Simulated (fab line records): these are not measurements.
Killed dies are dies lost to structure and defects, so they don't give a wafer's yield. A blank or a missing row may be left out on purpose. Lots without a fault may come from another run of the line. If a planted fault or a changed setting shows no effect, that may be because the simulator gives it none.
A single fault, viewed from 3 desks :: flow nand-harc :: each desk has only its own numbers; what lay behind them comes last

== METROLOGY DESK ==
Means of the sampled wafers that have a number, per lot and without regard to the tool the lot ran on: this is what the gauges read. Marked OUT: a lot whose mean sits more than 4 standard deviations from the usual mean, which makes it out of limits; the brackets give that distance.
Columns: A = thk-nm at NHARC_THIN_TSV_THK_MEAS_02, usual 2959 nm
lot: L739
first seen here: day 23 17:15
A: 3163

lot: L740
first seen here: day 23 20:10
A: 2550

lot: L741
first seen here: day 24 08:41
A: 2856

lot: L744
first seen here: day 26 08:35
A: 2788

lot: L746
first seen here: day 26 09:49
A: 3093

lot: L748
first seen here: day 27 03:01
A: 2869

lot: L747
first seen here: day 27 04:13
A: 2957

lot: L752
first seen here: day 28 20:10
A: 3481

lot: L751
first seen here: day 29 20:01
A: 2998

lot: L754
first seen here: day 29 21:13
A: 3278

lot: L757
first seen here: day 31 02:25
A: 3031

lot: L760
first seen here: day 32 01:31
A: 3269

lot: L762
first seen here: day 32 11:54
A: 3117
This desk found nothing out of limits on any of the 13 lots.

== THE DEFECT DESK ==
Counts from the inspections along the route, per lot, as means over the sampled wafers that have a number. Marked OUT: a lot whose mean sits more than 4 standard deviations from the usual mean, which makes it out of limits; the brackets give that distance.
Columns: A = raw-defect-count at NHARC_HYBRID_BOND_INSPECT_06, usual 91
lot: L739
first seen here: day 23 13:16
A: 91

lot: L740
first seen here: day 23 17:37
A: 126

lot: L741
first seen here: day 24 05:04
A: 150

lot: L744
first seen here: day 26 06:57
A: 67

lot: L746
first seen here: day 26 06:57
A: 169

lot: L747
first seen here: day 27 01:24
A: 164

lot: L748
first seen here: day 27 01:24
A: 35

lot: L752
first seen here: day 28 16:02
A: 58

lot: L751
first seen here: day 29 18:23
A: 96

lot: L754
first seen here: day 29 18:23
A: 30

lot: L757
first seen here: day 31 00:47
A: 64

lot: L760
first seen here: day 31 23:51
A: 140

lot: L762
first seen here: day 32 09:05
A: 62
This desk found nothing out of limits on any of the 13 lots.

== DESK OF THE TOOL OWNER: rie-metal-01 ==
The tool's own readings at NHARC_THIN_TSV_ETCH_36 (etches the open film in Cl2/BCl3, target depth 65 nm, time 18.571 s): means of the sampled wafers that have a number, for each lot that ran on this tool. Marked OUT: a lot whose mean sits more than 4 standard deviations from the usual mean, which makes it out of limits; the brackets give that distance.
Columns: A = drypump-motor-current-A at NHARC_THIN_TSV_ETCH_36, usual 5.7 A; B = oes-product-au at NHARC_THIN_TSV_ETCH_36, usual 0.999 a.u.
lot: L739
first seen here: day 24 00:44
A: 5.3
B: 1.013

lot: L744
first seen here: day 26 17:43
A: 5.0
B: 1.008

lot: L748
first seen here: day 27 10:17
A: 5.3
B: 1.006

lot: L751
first seen here: day 30 03:17
A: 5.3
B: 1.004

lot: L757
first seen here: day 31 10:06
A: 4.8
B: 1.028
This desk found nothing out of limits on any of the 5 lots.

== BROUGHT TOGETHER ==
At the metrology desk, nothing out of limits was observed.
The defect desk saw nothing out of limits.
Nothing out of limits was seen by the tool owner's desk.

== WHAT THE SIMULATOR HAD PUT IN ==
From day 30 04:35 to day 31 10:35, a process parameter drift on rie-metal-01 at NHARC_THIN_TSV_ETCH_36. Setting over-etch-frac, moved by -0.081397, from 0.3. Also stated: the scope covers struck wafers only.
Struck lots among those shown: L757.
